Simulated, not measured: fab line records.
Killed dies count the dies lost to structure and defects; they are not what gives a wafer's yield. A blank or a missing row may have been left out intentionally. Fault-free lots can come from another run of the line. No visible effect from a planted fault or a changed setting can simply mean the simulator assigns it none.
Chamber matching | flow nandHarc | NHARC_A_STAIRCASE_STRIP_476 on rieDiel-12: 4 sister chambers
The step strips in O2, time 20 s. 22 wafers are shown with their chamber, then 11 later ones without.

## WAFERS, EACH WITH ITS CHAMBER
wafer  | chamber | showerheadPlenumPTorr (Torr) | drypumpMotorCurrentA (A) | oesProductAu (a.u.)
L077.1 | 3       | 3.61                         | 6.0                      | 1.008
L077.4 | 0       | 3.45                         | 5.8                      | 0.991
L077.5 | 3       | 3.61                         | 6.0                      | 1.010
L079.1 | 0       | 3.45                         | 5.8                      | 1.005
L079.3 | 3       | 3.61                         | 6.0                      | 1.022
L079.4 | 1       | 3.41                         | 5.6                      | 0.993
L081.3 | 1       | 3.40                         | 5.6                      | 0.971
L081.5 | 2       | 3.60                         | 5.9                      | 0.992
L081.6 | 3       | 3.61                         | 6.1                      | 0.999
L082.1 | 3       | 3.61                         | 6.1                      | 0.979
L082.4 | 0       | 3.44                         | 5.8                      | 0.989
L082.6 | 1       | 3.40                         | 5.6                      | 0.978
L083.3 | 3       | 3.60                         | 6.1                      | 0.991
L083.4 | 1       | 3.39                         | 5.6                      | 0.983
L083.6 | 2       | 3.60                         | 5.9                      | 0.992
L084.1 | 3       | 3.60                         | 6.0                      | 0.993
L084.2 | 0       | 3.43                         | 5.8                      | 0.997
L084.6 | 1       | 3.39                         | 5.6                      | 0.984
L087.1 | 2       | 3.60                         | 5.8                      | 0.999
L087.5 | 3       | 3.60                         | 6.0                      | 0.982
L087.6 | 2       | 3.60                         | 5.8                      | 0.993
L086.1 | 0       | 3.43                         | 5.8                      | 1.006

SIGNATURES (means of the wafers above)
reading               | chamber 0 | chamber 1 | chamber 2 | chamber 3 | scatter within a chamber
showerheadPlenumPTorr | 3.4400    | 3.3980    | 3.6000    | 3.6063    | 0.00694
drypumpMotorCurrentA  | 5.800     | 5.600     | 5.850     | 6.037     | 0.04
oesProductAu          | 0.99760   | 0.98180   | 0.99400   | 0.99800   | 0.0107
Rule: distance of a wafer from a chamber = root of the sum over the readings of ((wafer's reading minus chamber's mean) / reading's scatter) squared. If the next closest chamber is less than 2 further off than the closest, the wafer can't be placed; otherwise it belongs to the closest. How the scatter is found: for the shown wafers, subtract from each reading the mean of its chamber, square and add these, divide the total by (wafers less chambers), then take the root.

## WAFERS WITH NO CHAMBER GIVEN
wafer  | showerheadPlenumPTorr (Torr) | drypumpMotorCurrentA (A) | oesProductAu (a.u.)
L086.3 | 3.39                         | 5.6                      | 0.992
L086.4 | 3.60                         | 6.0                      | 0.991
L091.2 | 3.42                         | 5.8                      | 1.007
L091.3 | 3.59                         | 6.0                      | 0.992
L091.5 | 3.58                         | 5.8                      | 1.016
L092.2 | 3.38                         | 5.6                      | 0.996
L092.3 | 3.42                         | 5.8                      | 0.997
L092.5 | 3.42                         | 5.8                      | 0.986
L095.3 | 3.38                         | 5.6                      | 0.998
L095.4 | 3.58                         | 5.8                      | 1.011
L095.6 | 3.41                         | 5.8                      | 0.993

## THE CHAMBER EACH PASSED THROUGH
wafer  | from the rows above     | in truth
L086.3 | 1                       | 1
L086.4 | 3                       | 3
L091.2 | 0                       | 0
L091.3 | can't be placed: 3 or 2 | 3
L091.5 | 2                       | 2
L092.2 | 1                       | 1
L092.3 | 0                       | 0
L092.5 | 0                       | 0
L095.3 | 1                       | 1
L095.4 | 2                       | 2
L095.6 | can't be placed: 0 or 1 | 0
Correctly placed: 9 of 11. From these rows, 2 cannot be placed; in 2 the true chamber is one of the candidates. Number placed wrongly: 0.
